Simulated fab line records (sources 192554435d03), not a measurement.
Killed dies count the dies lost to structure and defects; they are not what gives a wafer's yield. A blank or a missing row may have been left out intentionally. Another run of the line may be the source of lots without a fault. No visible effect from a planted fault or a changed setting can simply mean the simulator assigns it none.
A struck lot beside a sound one || flow n5-finfet || 30 out of 1938 route steps
Sound: the wafers L771.1, L771.2, L771.5. Wafers L779.1, L779.3, L779.5 were the ones struck. The cause comes at the end.
Per side, at each step with rows, come the tool, then ch with its chambers, and then its first start. Under that, the readings that differ: sound wafers || struck wafers || difference of the means || sigmas: that difference in standard deviations of wafers without a fault.
alike: readings with means less than 2 such deviations apart, plus words and numbers identical on both sides. not compared: withheld readings, readings lacking a value on some wafer, bounds such as >300 that could conceal the same value, and numbers that have no deviation in the record and whose values overlap.
A row with sigmas, a row that says differs or no value, or rows on one side alone: a step with any of these is where the two part. Numbers that don't overlap but have no deviation are shown without sigmas and don't part them. A reading that every wafer of one side lacks parts them only if that side has two wafers or more.

first, 3 steps without rows for these wafers: N5_WELL_APT_PEB_23 (peb time 90 s); N5_WELL_APT_DEVELOP_24 (develop time 45 s); N5_WELL_APT_HARDBAKE_29 (time 120 s).
N5_WELL_APT_CD_MEAS_25: the cd target is 200 nm.
  sound on cd-sem-02 ch 0, day 2 14:50; struck on cd-sem-01 ch 0, day 4 15:04
  alike: cd-nm
N5_WELL_APT_OVL_MEAS_26:
  sound on overlay-02 ch 0, day 2 14:52; struck on overlay-02 ch 0, day 4 15:05
  alike: PWELL_OVL
N5_WELL_APT_INSPECT_27: inspects for defects (macro).
  sound on defect-inspect-02, day 2 14:53; struck on defect-inspect-02, day 4 15:07
  alike: raw-defect-count
N5_WELL_APT_DESCUM_30: chemistry O2, time 7.9 s.
  sound on rie-diel-05 ch 0,2,3, day 2 14:55; struck on rie-diel-05 ch 0,1,3, day 4 15:09
  alike: drypump-motor-current-A, o2-flow-sccm, oes-product-au, rf-vpp-V, showerhead-plenum-p-Torr, throttle-valve-pct
  not compared: rf-hours-counter-h
then, 3 steps without rows for these wafers: N5_WELL_APT_IMPLANT_31; N5_WELL_APT_IMPLANT_32; N5_WELL_APT_STRIP_33 (strips in SPM, time 900 s).
N5_WELL_APT_RTA_34: time 10 s.
  sound on rtp-anneal-02 ch 0, day 2 15:41; struck on rtp-anneal-02 ch 0, day 4 16:10
  alike: lamp-power-pct, lamp_zone_2_pct, lamp_zone_5_pct, lamp_zone_6_pct, wafer_temp_C_max
then, 1 step without rows for these wafers: N5_WELL_APT_OXIDE_STRIP_42 (strips SiO2 in dHF, time 45 s, target depth 12 nm).
N5_WELL_APT_PRECLEAN_36: cleans in O3/DIW, time 45 s.
  sound on wet-bench-03 ch 1,3,7, day 2 15:50; struck on wet-bench-03 ch 0,3,4, day 4 16:19
then, 2 steps without rows for these wafers: N5_WELL_APT_PRECLEAN_39 (cleans in dHF, time 60 s); N5_WELL_APT_SRD_37 (time 30 s).
N5_WELL_APT_EPI_41: deposits Si from SiH4/H2, target thk 50 nm, time 297.7 s.
  sound on epi-rpcvd-03 ch 0, day 2 15:55; struck on epi-rpcvd-04 ch 0, day 4 16:24
  alike: throttle-valve-pct
N5_WELL_APT_INSPECT_38: inspects for defects (darkfield).
  sound on defect-inspect-01, day 2 16:33; struck on defect-inspect-02, day 4 17:02
{"reading": "raw-defect-count", "sound": "8 17 10", "struck": "334 329 306", "difference": "+311", "sigmas": "+58"}
N5_PMOS_HMC_CHANNEL_EPI_HM_DEP_34: deposits SiO2 from TEOS/O2, target thk 36 nm, time 6.9 s.
  sound on pecvd-03 ch 0,1,2, day 2 16:35; struck on pecvd-02 ch 0,1,2, day 4 17:04
  alike: heater-power-w, showerhead-plenum-p-Torr, throttle-valve-pct
then, 7 steps without rows for these wafers: N5_PMOS_HMC_CHANNEL_EPI_COAT_31 (time 60 s, resist thk 66 nm); N5_PMOS_HMC_CHANNEL_EPI_COAT_03 (resist thk 205 nm); N5_PMOS_HMC_CHANNEL_EPI_EBR_05; N5_PMOS_HMC_CHANNEL_EPI_SOFTBAKE_04 (time 60 s); N5_PMOS_HMC_CHANNEL_EPI_EXPOSE_06 (exposes mask PMOS HMC BLK, target cd 240 nm); N5_PMOS_HMC_CHANNEL_EPI_PEB_07 (peb time 60 s); N5_PMOS_HMC_CHANNEL_EPI_DEVELOP_08 (develop time 30 s).
N5_PMOS_HMC_CHANNEL_EPI_CD_MEAS_09: the cd target is 237.4 nm.
  sound on cd-sem-02 ch 0, day 2 16:55; struck on cd-sem-03 ch 0, day 4 17:29
  alike: cd-nm
N5_PMOS_HMC_CHANNEL_EPI_OVL_MEAS_10:
  sound on overlay-02 ch 0, day 2 16:56; struck on overlay-02 ch 0, day 4 17:31
  alike: PMOS_HMC_BLK_OVL
N5_PMOS_HMC_CHANNEL_EPI_INSPECT_11: inspects for defects (macro).
  sound on defect-inspect-02, day 2 16:58; struck on defect-inspect-02, day 4 17:32
{"reading": "raw-defect-count", "sound": "4 3 2", "struck": ">300 >300 296", "difference": "differs", "sigmas": ""}
N5_PMOS_HMC_CHANNEL_EPI_DESCUM_14: chemistry O2, time 7.9 s.
  sound on rie-diel-06 ch 0,3, day 2 17:13; struck on rie-diel-06 ch 0,1,3, day 4 17:34
  alike: drypump-motor-current-A, o2-flow-sccm, oes-product-au, rf-vpp-V, showerhead-plenum-p-Torr, throttle-valve-pct
  not compared: rf-hours-counter-h
-- record jumps: 10 days separate the struck wafers' starts on either side; left off in module PMOS_HMC_CHANNEL_EPI, taken up again in module PASSIVATION, whose first shown step is the route's number 1936 --
N5_PASSIVATION_PROBE_49:
  sound on prober-01, day 13 08:55; struck on prober-02, day 14 23:40
{"reading": "killed-at-front-end", "sound": "24 28 27", "struck": "123 134 139", "difference": "+106", "sigmas": "+8"}
{"reading": "killed-dies", "sound": "84 117 92", "struck": "176 187 204", "difference": "+91", "sigmas": "+5"}
  alike: killed_at_M0_to_M3, killed_at_M4_up, killed-at-contacts, killed-at-other, killed-open, killed-short

## WHERE THEY PART
Last at N5_PASSIVATION_PROBE_49 as far as this record goes, first at N5_WELL_APT_INSPECT_38.

WHY: the cause the simulator had injected
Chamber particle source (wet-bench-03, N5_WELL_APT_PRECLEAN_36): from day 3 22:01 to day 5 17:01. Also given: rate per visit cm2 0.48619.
